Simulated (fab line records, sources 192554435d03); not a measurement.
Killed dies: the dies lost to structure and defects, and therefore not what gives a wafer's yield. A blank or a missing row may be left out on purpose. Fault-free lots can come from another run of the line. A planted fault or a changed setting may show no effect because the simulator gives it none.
Which tool is to blame?	flow n5-finfet	24 lots with 72 wafers sampled at 5 steps, on a route of 1938 steps

WHAT EACH GAUGE READ, for each wafer
N5_FIN_CUT_CD_MEAS_08: the cd target is 29.1 nm.
lot	measured	on	cd-nm (nm)
L074	day 2 02:17	cd-sem-03	29.36 29.28 29.38
L075	day 2 08:45	cd-sem-01	28.93 29.28 28.63
L076	day 2 21:05	cd-sem-02	28.96 29.07 28.99
L077	day 2 21:23	cd-sem-01	29.08 29.16 29.30
L078	day 3 02:45	cd-sem-02	28.97 29.02 28.84
L079	day 3 09:59	cd-sem-02	28.94 28.78 28.92
L080	day 3 15:01	cd-sem-02	28.94 28.85 28.78
L081	day 3 21:33	cd-sem-03	28.73 29.42 28.98
L082	day 4 03:05	cd-sem-03	28.74 28.99 28.96
L083	day 4 09:39	cd-sem-02	28.82 29.20 28.86
L084	day 4 16:16	cd-sem-02	28.87 29.56 29.31
L085	day 4 23:05	cd-sem-01	29.42 28.69 29.08
L086	day 5 04:14	cd-sem-02	28.80 29.60 28.83
L087	day 5 09:09	cd-sem-03	28.64 28.87 28.60
L088	day 5 15:32	cd-sem-02	28.94 29.11 29.24
L089	day 5 22:06	cd-sem-01	29.17 29.13 28.82
L090	day 6 03:55	cd-sem-02	29.02 28.87 29.05
L091	day 6 09:27	cd-sem-03	29.32 29.12 29.23
L092	day 6 15:23	cd-sem-01	29.24 29.26 29.54
L093	day 6 22:50	cd-sem-02	28.97 29.27 29.25
L094	day 7 03:29	cd-sem-02	29.26 28.88 29.06
L095	day 7 09:02	cd-sem-01	28.87 29.05 29.20
L096	day 7 15:32	cd-sem-02	29.43 29.36 28.96
L097	day 7 22:19	cd-sem-03	28.70 28.62 28.40

WHICH TOOL RAN EACH LOT (tool, then ch and the chambers of the sampled wafers, then the start)
lot	N5_ZERO_LAYER_ETCH_17	N5_FIN_SAQP_ALD_61	N5_FIN_SAQP_HM_DEP_03	N5_FIN_SAQP_SPACER1_ETCHBACK_25
L074	rie-diel-01 ch 0,3, day 1 12:43	ald-sin-04 ch 0,1, day 1 19:56	pecvd-01 ch 0, day 1 20:27	rie-diel-02 ch 2,3, day 1 23:31
L075	rie-diel-06 ch 1,2, day 1 18:43	ald-sin-04 ch 0,1,3, day 2 02:45	pecvd-01 ch 0,1, day 2 03:11	rie-diel-03 ch 1,2,3, day 2 05:58
L076	rie-diel-01 ch 2,3, day 2 01:08	ald-sin-04 ch 2,3, day 2 09:03	pecvd-03 ch 0,1, day 2 09:43	rie-diel-03 ch 2,3, day 2 18:09
L077	rie-diel-06 ch 0,2,3, day 2 08:10	ald-sin-04 ch 0,2,3, day 2 15:26	pecvd-04 ch 0,2, day 2 15:51	rie-diel-02 ch 1,2,3, day 2 18:34
L078	rie-diel-01 ch 1,3, day 2 12:43	ald-sin-03 ch 0,1,3, day 2 20:06	pecvd-04 ch 1,2, day 2 20:31	rie-diel-04 ch 0,1,3, day 2 23:33
L079	rie-diel-01 ch 1,2,3, day 2 18:50	ald-sin-04 ch 0,2,3, day 3 03:13	pecvd-01 ch 0,1, day 3 03:39	rie-diel-02 ch 0,2,3, day 3 07:06
L080	rie-diel-06 ch 0,1,2, day 3 00:50	ald-sin-03 ch 0,2,3, day 3 08:51	pecvd-03 ch 0,1,2, day 3 09:16	rie-diel-04 ch 1,3, day 3 12:14
L081	rie-diel-06 ch 0,2,3, day 3 06:53	ald-sin-03 ch 0,2,3, day 3 15:11	pecvd-04 ch 1,2, day 3 15:36	rie-diel-03 ch 1,2,3, day 3 18:45
L082	rie-diel-01 ch 1,3, day 3 12:52	ald-sin-04 ch 1,2, day 3 20:58	pecvd-04 ch 0,1,2, day 3 21:23	rie-diel-02 ch 0,1,3, day 4 00:17
L083	rie-diel-01 ch 0,2, day 3 18:52	ald-sin-01 ch 1,2, day 4 03:46	pecvd-04 ch 0,1, day 4 04:10	rie-diel-02 ch 0,1,2, day 4 06:51
L084	rie-diel-06 ch 0,2, day 4 00:51	ald-sin-03 ch 1,2, day 4 08:39	pecvd-01 ch 0,1,2, day 4 09:04	rie-diel-02 ch 1,2, day 4 13:26
L085	rie-diel-05 ch 0,1,2, day 4 06:43	ald-sin-03 ch 0,2,3, day 4 14:30	pecvd-04 ch 1,2, day 4 14:55	rie-diel-02 ch 1,2,3, day 4 17:41
L086	rie-diel-05 ch 0,1,2, day 4 12:50	ald-sin-01 ch 0,2,3, day 4 21:44	pecvd-03 ch 0,1, day 4 22:09	rie-diel-02 ch 0,1,3, day 5 01:32
L087	rie-diel-01 ch 1,2, day 4 18:43	ald-sin-01 ch 0,1, day 5 02:56	pecvd-01 ch 0,1, day 5 03:22	rie-diel-02 ch 0,3, day 5 06:09
L088	rie-diel-01 ch 0,1,2, day 5 00:43	ald-sin-03 ch 0,2,3, day 5 09:25	pecvd-01 ch 0,1, day 5 09:51	rie-diel-04 ch 1,2,3, day 5 12:43
L089	rie-diel-01 ch 1,2, day 5 06:50	ald-sin-04 ch 1,3, day 5 14:38	pecvd-03 ch 1,2, day 5 15:04	rie-diel-04 ch 1,2,3, day 5 18:18
L090	rie-diel-05 ch 0,1,3, day 5 12:43	ald-sin-03 ch 1,2,3, day 5 22:00	pecvd-01 ch 0,1, day 5 22:32	rie-diel-02 ch 0,1,2, day 6 01:09
L091	rie-diel-01 ch 0,1, day 5 18:45	ald-sin-01 ch 0,2,3, day 6 03:01	pecvd-03 ch 0,1,2, day 6 03:59	rie-diel-02 ch 1,2, day 6 06:41
L092	rie-diel-05 ch 0,1,2, day 6 00:43	ald-sin-04 ch 1,3, day 6 08:32	pecvd-01 ch 0,1, day 6 08:58	rie-diel-03 ch 0,3, day 6 11:55
L093	rie-diel-01 ch 0,3, day 6 06:49	ald-sin-04 ch 0,1,2, day 6 14:42	pecvd-04 ch 0,1, day 6 15:07	rie-diel-02 ch 0,1,3, day 6 19:42
L094	rie-diel-01 ch 0,2,3, day 6 12:44	ald-sin-04 ch 0,3, day 6 20:37	pecvd-04 ch 0,1,2, day 6 21:02	rie-diel-02 ch 0,1,2, day 7 00:09
L095	rie-diel-01 ch 0,3, day 6 18:43	ald-sin-04 ch 0,3, day 7 02:07	pecvd-04 ch 0,1,2, day 7 02:32	rie-diel-02 ch 1,2, day 7 05:26
L096	rie-diel-06 ch 1,2, day 7 01:04	ald-sin-04 ch 0,1,2, day 7 09:41	pecvd-04 ch 0,1, day 7 10:05	rie-diel-02 ch 0,1, day 7 12:54
L097	rie-diel-06 ch 0,2, day 7 06:43	ald-sin-04 ch 1,2,3, day 7 15:02	pecvd-04 ch 0,2, day 7 15:27	rie-diel-04 ch 0,3, day 7 19:13
- N5_ZERO_LAYER_ETCH_17: etches SiO2 in CF4, target depth 12 nm, time 13.3 s.
- N5_FIN_SAQP_ALD_61: deposits SiO2, target thk 4 nm, pulse time 1 s, purge time 2 s.
- N5_FIN_SAQP_HM_DEP_03: deposits SiNx from SiH4/NH3/N2, target thk 38 nm, time 33.6 s.
- N5_FIN_SAQP_SPACER1_ETCHBACK_25: etches SiO2 in CHF3/O2, target depth 24.4 nm, time 12.2 s.

AS READ BY THE TOOLS THEMSELVES (means over the sampled wafers that have a number; for cases with no such wafer, the mark the record gives instead)
N5_ZERO_LAYER_ETCH_17.
lot	tool	cf4-flow-sccm (sccm)	drypump-motor-current-A (A)	oes-product-au (a.u.)	rf-vpp-V (V)	showerhead-plenum-p-Torr (Torr)	throttle-valve-pct (%)
L074	rie-diel-01	99.6	5.78	0.80	951	2.18	15.50
L075	rie-diel-06	99.8	6.19	0.78	945	2.06	15.49
L076	rie-diel-01	100.3	5.80	0.74	952	2.22	15.71
L077	rie-diel-06	100.0	5.76	0.83	952	2.20	15.62
L078	rie-diel-01	99.9	5.94	0.78	953	2.21	15.62
L079	rie-diel-01	100.1	5.89	0.79	953	2.20	15.64
L080	rie-diel-06	100.0	6.06	0.78	947	2.12	15.56
L081	rie-diel-06	99.9	5.77	0.82	952	2.20	15.63
L082	rie-diel-01	100.1	6.01	0.83	951	2.18	15.57
L083	rie-diel-01	99.8	5.66	0.85	949	2.13	15.35
L084	rie-diel-06	100.1	5.97	0.77	948	2.13	15.62
L085	rie-diel-05	99.9	5.53	0.73	947	2.10	15.87
L086	rie-diel-05	99.9	5.55	0.73	947	2.10	15.87
L087	rie-diel-01	99.7	5.95	0.82	952	2.18	15.60
L088	rie-diel-01	99.8	5.81	0.82	950	2.15	15.48
L089	rie-diel-01	100.0	5.95	0.82	951	2.18	15.59
L090	rie-diel-05	99.9	5.57	0.79	946	2.09	15.64
L091	rie-diel-01	100.3	5.95	0.86	948	2.14	15.40
L092	rie-diel-05	100.0	5.55	0.72	946	2.10	15.90
L093	rie-diel-01	100.0	5.78	0.75	950	2.17	15.55
L094	rie-diel-01	99.9	5.73	0.76	950	2.17	15.57
L095	rie-diel-01	100.3	5.72	0.80	947	2.13	15.36
L096	rie-diel-06	100.1	6.19	0.77	942	2.05	15.56
L097	rie-diel-06	99.9	5.93	0.76	951	2.18	15.69

N5_FIN_SAQP_ALD_61.
lot	tool	heater-power-w (W)	precursor-pulse-height-rel
L074	ald-sin-04	435	1.015
L075	ald-sin-04	415	0.985
L076	ald-sin-04	531	0.984
L077	ald-sin-04	457	1.003
L078	ald-sin-03	441	1.000
L079	ald-sin-04	463	1.007
L080	ald-sin-03	430	0.982
L081	ald-sin-03	431	0.986
L082	ald-sin-04	513	1.005
L083	ald-sin-01	455	0.993
L084	ald-sin-03	466	0.991
L085	ald-sin-03	439	0.987
L086	ald-sin-01	444	1.003
L087	ald-sin-01	439	1.017
L088	ald-sin-03	438	1.000
L089	ald-sin-04	465	0.986
L090	ald-sin-03	445	1.016
L091	ald-sin-01	436	1.006
L092	ald-sin-04	459	0.995
L093	ald-sin-04	480	0.997
L094	ald-sin-04	405	0.990
L095	ald-sin-04	408	1.010
L096	ald-sin-04	484	1.012
L097	ald-sin-04	483	1.012

N5_FIN_SAQP_HM_DEP_03.
lot	tool	heater-power-w (W)	showerhead-plenum-p-Torr (Torr)	throttle-valve-pct (%)
L074	pecvd-01	783	5.22	41.2
L075	pecvd-01	838	5.19	41.9
L076	pecvd-03	680	5.22	40.1
L077	pecvd-04	807	5.03	38.0
L078	pecvd-04	821	5.11	38.6
L079	pecvd-01	858	5.17	42.7
L080	pecvd-03	736	5.20	39.4
L081	pecvd-04	858	5.10	38.5
L082	pecvd-04	828	5.10	39.9
L083	pecvd-04	785	5.10	40.6
L084	pecvd-01	889	5.17	41.7
L085	pecvd-04	823	5.11	38.8
L086	pecvd-03	692	5.21	40.4
L087	pecvd-01	880	5.20	42.3
L088	pecvd-01	904	5.17	43.1
L089	pecvd-03	689	5.17	38.8
L090	pecvd-01	942	5.17	42.8
L091	pecvd-03	722	5.21	39.7
L092	pecvd-01	798	5.20	42.3
L093	pecvd-04	824	5.09	40.6
L094	pecvd-04	839	5.09	39.7
L095	pecvd-04	810	5.10	39.6
L096	pecvd-04	739	5.15	42.1
L097	pecvd-04	901	5.05	37.2

N5_FIN_SAQP_SPACER1_ETCHBACK_25.
lot	tool	drypump-motor-current-A (A)	oes_ar_750_au (a.u.)	oes-product-au (a.u.)	rf-vpp-V (V)	showerhead-plenum-p-Torr (Torr)	throttle-valve-pct (%)
L074	rie-diel-02	5.4	0.79	0.78	517	2.48	18.67
L075	rie-diel-03	5.3	0.72	0.73	530	2.34	18.92
L076	rie-diel-03	5.1	0.74	0.75	534	2.32	19.11
L077	rie-diel-02	5.5	0.75	0.74	520	2.44	18.87
L078	rie-diel-04	5.8	0.75	0.74	526	2.46	18.96
L079	rie-diel-02	5.7	0.81	0.80	514	2.45	18.84
L080	rie-diel-04	5.9	0.73	0.74	539	2.45	19.10
L081	rie-diel-03	5.3	0.71	0.71	530	2.33	18.94
L082	rie-diel-02	5.8	0.77	0.76	518	2.41	19.04
L083	rie-diel-02	5.7	0.80	0.80	517	2.45	18.94
L084	rie-diel-02	5.3	0.77	0.77	519	2.48	18.78
L085	rie-diel-02	5.5	0.74	0.73	520	2.43	18.91
L086	rie-diel-02	5.8	0.77	0.76	518	2.40	19.07
L087	rie-diel-02	6.1	0.83	0.81	513	2.42	19.04
L088	rie-diel-04	6.0	0.71	0.72	528	2.39	19.10
L089	rie-diel-04	6.0	0.71	0.72	528	2.39	19.11
L090	rie-diel-02	5.7	0.79	0.78	517	2.45	18.96
L091	rie-diel-02	5.3	0.76	0.76	519	2.47	18.79
L092	rie-diel-03	4.9	0.75	0.75	542	2.34	19.01
L093	rie-diel-02	5.8	0.76	0.74	517	2.40	19.09
L094	rie-diel-02	5.7	0.78	0.78	518	2.44	18.98
L095	rie-diel-02	5.4	0.73	0.73	523	2.42	19.01
L096	rie-diel-02	6.1	0.81	0.78	515	2.42	19.14
L097	rie-diel-04	5.9	0.78	0.77	522	2.47	18.80

THE ANSWER, worked out from the rows above alone
Rule: the lots themselves supply what counts as usual. Put in order of their means at a reading, lots are off if they are a third of the lots or fewer, leave a main group of 4 or more, and stand apart from it by a gap of 3 or more times the standard deviation of the main group's means; of several such gaps the widest counts. The tables above print the reading to a certain number of digits; a main group whose means all agree to those digits is not used. Also off: a lot with no number at a reading for which 4 or more lots have one. The other lots that the step has rows for count as sound. First the gauges in route order, then the tools' own readings, where a lot's mean is used as printed above. The first step at which some lot is off is used, and at that step the reading that is off furthest; a lot without a number counts as furthest.
None of the lots is off at any reading shown; this tells nothing.

WHAT THE SIMULATOR HAD INSERTED
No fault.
